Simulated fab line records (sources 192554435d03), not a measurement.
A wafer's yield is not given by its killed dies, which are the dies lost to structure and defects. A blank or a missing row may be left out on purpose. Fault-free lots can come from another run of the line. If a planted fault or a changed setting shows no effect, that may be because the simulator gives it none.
8D (eight disciplines) problem report, filled in by code :: flow n5Finfet :: the parts of the form that need people (team, actions taken, sign-off) are left out

== 1. THE PROBLEM ==
At N5_HKMG_FIN_CD_MEAS_12, cdNm averages 101.7 nm over 6 wafers from 2 lots, while fault-free wafers read 92.7 nm, standard deviation 0.57. That puts it +16 standard deviations away from the usual mean.
The step: target cd 92.8 nm.
First observed at day 6 01:29: wafer L702.1, on cdSem-03. Wafers with a number at this step in the record: 33, from 11 lots. Rule for "out" (also "out of limits"): further than 4 standard deviations from the usual mean. The other wafers with a number count as sound.

== 2. WHAT IT IS; WHAT IT IS NOT ==
question: which readings at this step
is: cdNm
is not: -

question: which lots
is: L702, L704
is not: L694, L695, L697, L698, L699, L701, L715, L716, L717

question: which wafers of those lots
is: all that have a number
is not: -

question: read on which gauges
is: cdSem-01, cdSem-03
is not: cdSem-02

question: when
is: from day 6 01:29
is not: up to then (18 sound wafers); but 9 sound wafers of L715, L716, L717 came after

== 3. THE SUSPECTS, EACH WITH WHAT RULES IT OUT ==
Counting: a tool at any process step up to the reading remains a suspect when it ran all the lots that are out and ran no sound lot after the first of those.
- the gauge at N5_HKMG_FIN_CD_MEAS_12: ruled out. The wafers that are out were read on 2 gauges (cdSem-01, cdSem-03).
- arfiScanner-03 at N5_HKMG_FIN_EXPOSE_09 (exposes mask NWFM): kept. It ran every lot that is out, first L702 (day 6 01:22), and no sound lot after that; its last sound lot up to then is L701 (day 6 00:04). Its own readings are out on those wafers: exposureDoseMJCm2.
Left after counting: arfiScanner-03 at N5_HKMG_FIN_EXPOSE_09.

== 4. THE CAUSE (what the simulator had put in) ==
Process parameters drifting: arfiScanner-03 at N5_HKMG_FIN_EXPOSE_09, beginning at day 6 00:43. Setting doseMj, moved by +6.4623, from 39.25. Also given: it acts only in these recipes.
The count eliminated every tool but this one.

== 5. SEQUENCE OF EFFECTS, ordered by route ==
Rows list readings where the struck wafers' mean (over those with a number) sits beyond 3 standard deviations from the usual. Only readings for which the record gives a usual standard deviation are gone through. hours: the time from each lot's start at the first step in this table that gives one to its start at this step, as a median over the lots. sigmas: the change in usual standard deviations.
hours: 0
step: N5_HKMG_FIN_EXPOSE_09
reading: exposureDoseMJCm2
usual: 39.30
on struck wafers: 45.23
change: +5.93
sigmas: +73

hours: 0
step: N5_HKMG_FIN_CD_MEAS_12
reading: cdNm
usual: 92.7 nm
on struck wafers: 101.7
change: +9.0
sigmas: +16
It contains these process steps:
- N5_HKMG_FIN_EXPOSE_09: exposes mask NWFM.

== 6. WHAT WOULD HAVE CAUGHT IT SOONER ==
In this record the first reading out of limits at a measuring or inspecting step was taken at day 6 01:29, 1 hour after the fault began at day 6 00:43.
The tool's own readings at N5_HKMG_FIN_EXPOSE_09 were out on every struck wafer that the step has a row for (exposureDoseMJCm2): an alarm limit on them would have fired on the first of those.
Among the 2 lots that are out, L704 began N5_HKMG_FIN_EXPOSE_09 on arfiScanner-03 after day 6 01:29. Putting the tool on hold at that point would have spared it.
